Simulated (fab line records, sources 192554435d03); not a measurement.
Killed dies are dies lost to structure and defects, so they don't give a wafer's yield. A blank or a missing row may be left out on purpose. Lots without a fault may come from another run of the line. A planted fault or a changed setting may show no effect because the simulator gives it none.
Split-lot experiment | flow n5_finfet | 7 lots, 39 wafers read, on a route of 1938 steps

THE SPLIT
At N5_BEOL_M9_DEP_56 (deposits SiCN from 3MS/NH3, target thk 15 nm, time 26.5 s), the setting time_s was moved away from the recipe's 26.5 s on 12 of the 39 wafers read, by -53.2% to +20.7%. The other wafers ran this setting at the recipe's value.

The reading is taken at the split's own step.

THE READING
SiCN_of_BEOL_M9_DEP_56.thk_nm (the simulator's own value, which no gauge read), in nm, at N5_BEOL_M9_DEP_56 (deposits SiCN from 3MS/NH3, target thk 15 nm, time 26.5 s). The file gives no usual value for it. The 27 wafers here that ran the recipe average 15.3 nm, standard deviation 0.24 nm.

wafer  | tool, chamber at the split | time_s as run, s | against the recipe | SiCN_of_BEOL_M9_DEP_56.thk_nm, nm | against lot-mates on the recipe
L075.1 | pecvd-04, 1,0,1            | 26.5             | recipe             | 15.6                              | -
L075.4 | pecvd-04, 1,0,1            | 26.5             | recipe             | 15.6                              | -
L075.5 | pecvd-04, 1,0,1            | 26.5             | recipe             | 15.6                              | -
L075.2 | pecvd-04, 0                | 26.5             | recipe             | 15.2                              | -
L075.3 | pecvd-04, 1                | 26.5             | recipe             | 15.8                              | -
L075.6 | pecvd-04, 0                | 26.5             | recipe             | 15.4                              | -
L076.1 | pecvd-04, 0                | 26.5             | recipe             | 15                                | -
L076.2 | pecvd-04, 1                | 31.95            | +20.6%             | 18.4                              | +3.1
L076.3 | pecvd-04, 0                | 31.95            | +20.6%             | 18.6                              | +3.3
L076.6 | pecvd-04, 0                | 31.95            | +20.6%             | 18.6                              | +3.3
L076.4 | pecvd-04, 1                | 26.5             | recipe             | 15.4                              | -
L076.5 | pecvd-04, 1                | 26.5             | recipe             | 15.4                              | -
L080.1 | pecvd-03, 2                | 26.5             | recipe             | 15                                | -
L080.2 | pecvd-03, 1,0              | 26.5             | recipe             | 15.2                              | -
L080.3 | pecvd-03, 1,0              | 26.5             | recipe             | 15.2                              | -
L080.4 | pecvd-03, 2,0              | 26.5             | recipe             | 15.4                              | -
L080.5 | pecvd-03, 2,0              | 26.5             | recipe             | 15.4                              | -
L080.6 | pecvd-03, 1                | 26.5             | recipe             | 15.6                              | -
L088.1 | pecvd-04, 0,2,1            | 26.5             | recipe             | 15                                | -
L088.2 | pecvd-04, 0,2,1            | 26.5             | recipe             | 15                                | -
L088.4 | pecvd-04, 0,2,1            | 26.5             | recipe             | 15                                | -
L088.3 | pecvd-04, 1,0              | 18.69            | -29.5%             | 10.6                              | -4.4
L088.6 | pecvd-04, 1,0              | 18.69            | -29.5%             | 10.6                              | -4.4
L088.5 | pecvd-04, 2                | 18.69            | -29.5%             | 11                                | -4.0
L090.1 | pecvd-04, 1                | 12.41            | -53.2%             | 7.6                               | -7.6
L090.2 | pecvd-04, 2                | 26.5             | recipe             | 15.2                              | -
L090.3 | pecvd-04, 0                | 26.5             | recipe             | 15                                | -
L090.4 | pecvd-04, 2                | 26.5             | recipe             | 15.4                              | -
L090.5 | pecvd-04, 1                | 12.41            | -53.2%             | 7.8                               | -7.4
L090.6 | pecvd-04, 0                | 12.41            | -53.2%             | 7.2                               | -8.0
L091.1 | pecvd-04, 1                | 31.98            | +20.7%             | 18.4                              | +3.1
L091.2 | pecvd-04, 2                | 26.5             | recipe             | 15.2                              | -
L091.3 | pecvd-04, 0                | 26.5             | recipe             | 15                                | -
L091.4 | pecvd-04, 1                | 26.5             | recipe             | 15.6                              | -
L091.5 | pecvd-04, 0                | 31.98            | +20.7%             | 18.2                              | +2.9
L091.6 | pecvd-04, 2                | 31.98            | +20.7%             | 18.6                              | +3.3
L094.1 | pecvd-04, 1,0              | 26.5             | recipe             | 15.2                              | -
L094.6 | pecvd-04, 1,0              | 26.5             | recipe             | 15.2                              | -
L094.3 | pecvd-04, 0                | 26.5             | recipe             | 15                                | -
Where a row lists several chambers, the file gives one row for several wafers and doesn't say which wafer went through which chamber.

THE FIT
A straight line over all 39 wafers: SiCN_of_BEOL_M9_DEP_56.thk_nm changes by +0.149 nm for each +1% of time_s; r = +1.00; the points scatter about the line by 0.24 nm.
The same after taking each lot's own level away (the mean of its wafers on the recipe; 39 wafers): +0.147 nm for each +1%; r = +1.00; scatter 0.2 nm.
On that fit, the largest move of time_s shifts the reading by 7.8 nm.
The lots' own levels span 15.00 to 15.53 nm, that is 2.2 times the standard deviation above.
So the lot-to-lot level changes the slope little: the two slopes agree.
Check: with one of the wafers moved furthest among these (-53.2%) left out of the fit, the line predicts -7.8 nm for it against its lot-mates. It came out at -7.6 nm against them.

OTHER SPLITS ON THESE WAFERS
These wafers also went through other splits before the reading. Each is held against what the fit with the lots' levels taken away leaves over:
other split on the same wafers        | wafers away from the commonest value | r with SiCN_of_BEOL_M9_DEP_56.thk_nm (lot level and that fit taken away)
N5_ZERO_LAYER_ETCH_18 target_depth_a  | 12                                   | +0.03
N5_FIN_SAQP_DEVELOP_15 develop_time_s | 12                                   | -0.07
N5_HKMG_FIN_ALD_36 ald_cycles         | 18                                   | -0.03
N5_BEOL_M2_ALD_84 ald_cycles          | 9                                    | +0.22
N5_BEOL_M3_CVD_47 target_thk_a        | 18                                   | +0.03
N5_BEOL_M5_HM_DEP_02 target_thk_a     | 15                                   | -0.22
N5_BEOL_M6_DEP_56 target_thk_a        | 12                                   | +0.01

THE FILE'S OWN FIT
SiCN_of_BEOL_M9_DEP_56.thk_nm changes by +0.146 nm for each +1% of time_s, r = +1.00.
